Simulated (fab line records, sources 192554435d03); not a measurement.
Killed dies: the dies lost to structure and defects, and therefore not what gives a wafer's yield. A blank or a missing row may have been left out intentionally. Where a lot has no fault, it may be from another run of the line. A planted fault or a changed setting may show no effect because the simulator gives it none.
Matching of chambers || flow n5 finfet || N5_MOL_CONTACT_COAG_ETCH_59 on rie diel-04: 4 sister chambers
The step etches underlayer in N2/H2, target depth 13 nm, time 10.4 s. 4 wafers are shown with their chamber, then 8 later ones without.

WAFERS, EACH WITH ITS CHAMBER
{"wafer": "L084.5", "chamber": 3, "showerhead plenum p Torr (Torr)": 2.70}
{"wafer": "L089.3", "chamber": 1, "showerhead plenum p Torr (Torr)": 2.50}
{"wafer": "L089.6", "chamber": 2, "showerhead plenum p Torr (Torr)": 2.47}
{"wafer": "L091.4", "chamber": 0, "showerhead plenum p Torr (Torr)": 2.49}

WAFERS MISSING THEIR CHAMBER
{"wafer": "L091.5", "showerhead plenum p Torr (Torr)": 2.69}
{"wafer": "L091.6", "showerhead plenum p Torr (Torr)": 2.49}
{"wafer": "L093.1", "showerhead plenum p Torr (Torr)": 2.69}
{"wafer": "L093.4", "showerhead plenum p Torr (Torr)": 2.50}
{"wafer": "L093.5", "showerhead plenum p Torr (Torr)": 2.69}
{"wafer": "L095.1", "showerhead plenum p Torr (Torr)": 2.68}
{"wafer": "L095.3", "showerhead plenum p Torr (Torr)": 2.49}
{"wafer": "L095.4", "showerhead plenum p Torr (Torr)": 2.46}

THE CHAMBER EACH PASSED THROUGH
{"wafer": "L091.5", "from the rows above": 3, "in truth": 3}
{"wafer": "L091.6", "from the rows above": "can't be placed: 0 or 1 or 2", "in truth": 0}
{"wafer": "L093.1", "from the rows above": 3, "in truth": 3}
{"wafer": "L093.4", "from the rows above": "can't be placed: 1 or 0", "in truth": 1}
{"wafer": "L093.5", "from the rows above": 3, "in truth": 3}
{"wafer": "L095.1", "from the rows above": 3, "in truth": 3}
{"wafer": "L095.3", "from the rows above": "can't be placed: 0 or 1 or 2", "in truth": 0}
{"wafer": "L095.4", "from the rows above": "can't be placed: 2 or 0", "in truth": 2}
Placed correctly: 4 of 8. From these rows, 4 cannot be placed; in 4 the true chamber is one of the candidates. Number placed wrongly: 0.
How it was worked out, from the rows above alone: a wafer's distance from a chamber is the root of the sum, over the readings, of the square of ((its reading less the chamber's mean) divided by the reading's scatter). If the next closest chamber is less than 2 further off than the closest, the wafer can't be placed; otherwise it belongs to the closest. Each chamber's mean is taken over the wafers shown for it. The scatter: with one shown wafer a chamber, the root of the mean of the squares of how far each hidden wafer lies from its nearest shown one.
